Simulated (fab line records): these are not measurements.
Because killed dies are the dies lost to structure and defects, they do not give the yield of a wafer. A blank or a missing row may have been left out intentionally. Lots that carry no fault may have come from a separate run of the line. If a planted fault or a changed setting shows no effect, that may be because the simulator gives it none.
A struck lot beside a sound one -- flow nand-harc -- 15 out of 1302 route steps
Sound: wafers L122.1, L122.4, L122.6. The struck wafers were L128.2, L128.3, L128.5. The cause is named last.
Each step with rows lists, per side, the tool, then ch with its chambers, then its first start. Under that, the readings that differ: sound wafers -- struck wafers -- difference of the means -- sigmas: that difference in standard deviations of wafers without a fault.
alike: readings whose means differ by less than 2 such deviations, and words and numbers that are the same on both sides. not compared: withheld readings, readings that some wafer has no value for, bounds like >300 that may hide the same value, and numbers for which the record gives no deviation and whose values overlap.
The two part at a step that has a row with sigmas, a row that says differs or no value, or rows on one side only. When numbers do not overlap yet have no deviation, they are printed without sigmas and do not part them. A reading that every wafer of one side lacks parts them only if that side has two wafers or more.

first, 1 step without rows for these wafers: NHARC_A_CHANNEL_HOLE_D1_STRIP_43 (strips in O2/COS).
NHARC_A_CHANNEL_HOLE_D1_ETCH_44: etches the open film in CF4/O2, target depth 140 nm, overetch 14 nm, time 77 s.
  sound on rie-diel-03 ch 2,3, day 10 14:59; struck on rie-diel-01 ch 1,2, day 13 14:49
  alike: drypump-motor-current-A, mfc-ar-sccm, oes-product-au, rf-vpp-V, showerhead-plenum-p-Torr, throttle-valve-pct
  not compared: rf-hours-counter-h
then, 3 steps without rows for these wafers: NHARC_A_CHANNEL_HOLE_D1_STRIP_27 (strips in O2); NHARC_A_CHANNEL_HOLE_D1_PRECLEAN_28 (cleans in SC1); NHARC_A_CHANNEL_HOLE_D1_SRD_29.
NHARC_A_CHANNEL_HOLE_D1_CD_MEAS_30:
  sound on cd-sem-01, day 10 15:52; struck on cd-sem-02, day 13 15:37
  alike: cd-nm
NHARC_A_CHANNEL_HOLE_D1_XSEM_31:
  sound on xsem-01 ch 0, day 10 15:58; struck on xsem-02 ch 0, day 13 15:43
reading,sound,struck,difference,sigmas
bot-cd-nm (nm),73.7 73.9 72.9,75.9 77.4 76.5,+3.1,+2
  alike: bow-nm, tilt-deg
NHARC_A_CHANNEL_HOLE_D1_INSPECT_40:
  sound on defect-inspect-02, day 10 16:03; struck on defect-inspect-02, day 13 15:48
reading,sound,struck,difference,sigmas
raw-defect-count,62 55 47,117 115 127,+65,+3
then, 2 steps without rows for these wafers: NHARC_A_CHANNEL_FILL_D1_PRECLEAN_00 (cleans in SC1); NHARC_A_CHANNEL_FILL_D1_SRD_01.
NHARC_A_CHANNEL_FILL_D1_ALD_02: deposits SiO2, target thk 6 nm, pulse time 10 s, ald cycles 60.
  sound on ald-hk-01 ch 0,3, day 10 16:15; struck on ald-hk-03 ch 1,2, day 13 16:00
  alike: ald-cycles, heater-power-outer-w, heater-power-w, precursor-pulse-height-rel
NHARC_A_CHANNEL_FILL_D1_ALD_03: deposits SiNx, target thk 6 nm, pulse time 60 s, ald cycles 58.
  sound on ald-sin-batch-02 ch 0; struck on ald-sin-batch-01 ch 0
  alike: ald-cycles, precursor-pulse-height-rel
NHARC_A_CHANNEL_FILL_D1_ALD_14: deposits SiO2, target thk 2.5 nm, pulse time 10 s, ald cycles 25.
  sound on ald-hk-04 ch 0,2,3, day 10 23:19; struck on ald-hk-03 ch 0,1,3, day 13 23:32
reading,sound,struck,difference,sigmas
ald-cycles,25 25 25,27 27 27,+2,
  alike: heater-power-outer-w, heater-power-w, precursor-pulse-height-rel
NHARC_A_CHANNEL_FILL_D1_ALD_15: deposits SiNx, target thk 2 nm, pulse time 60 s, ald cycles 19.
  sound on ald-sin-batch-01 ch 0, day 11 02:22; struck on ald-sin-batch-03 ch 0
  alike: ald-cycles, precursor-pulse-height-rel
-- record jumps: 16 days between struck wafers' starts before vs after; left off in module A_CHANNEL_FILL_D1, resumes in module END, first step shown is number 1302 of the route --
NHARC_END_SORT_01:
  sound on prober-02 ch 0, day 25 23:46; struck on prober-02 ch 0, day 30 01:26
reading,sound,struck,difference,sigmas
killed-at-periphery,6 1 2,9 10 5,+5,+2
  alike: killed-at-array, killed-at-other, killed-dies, killed-open, killed-short

WHERE THEY PART
Earliest at NHARC_A_CHANNEL_HOLE_D1_XSEM_31; latest, in this record, at NHARC_END_SORT_01.

WHY: what the simulator had put in
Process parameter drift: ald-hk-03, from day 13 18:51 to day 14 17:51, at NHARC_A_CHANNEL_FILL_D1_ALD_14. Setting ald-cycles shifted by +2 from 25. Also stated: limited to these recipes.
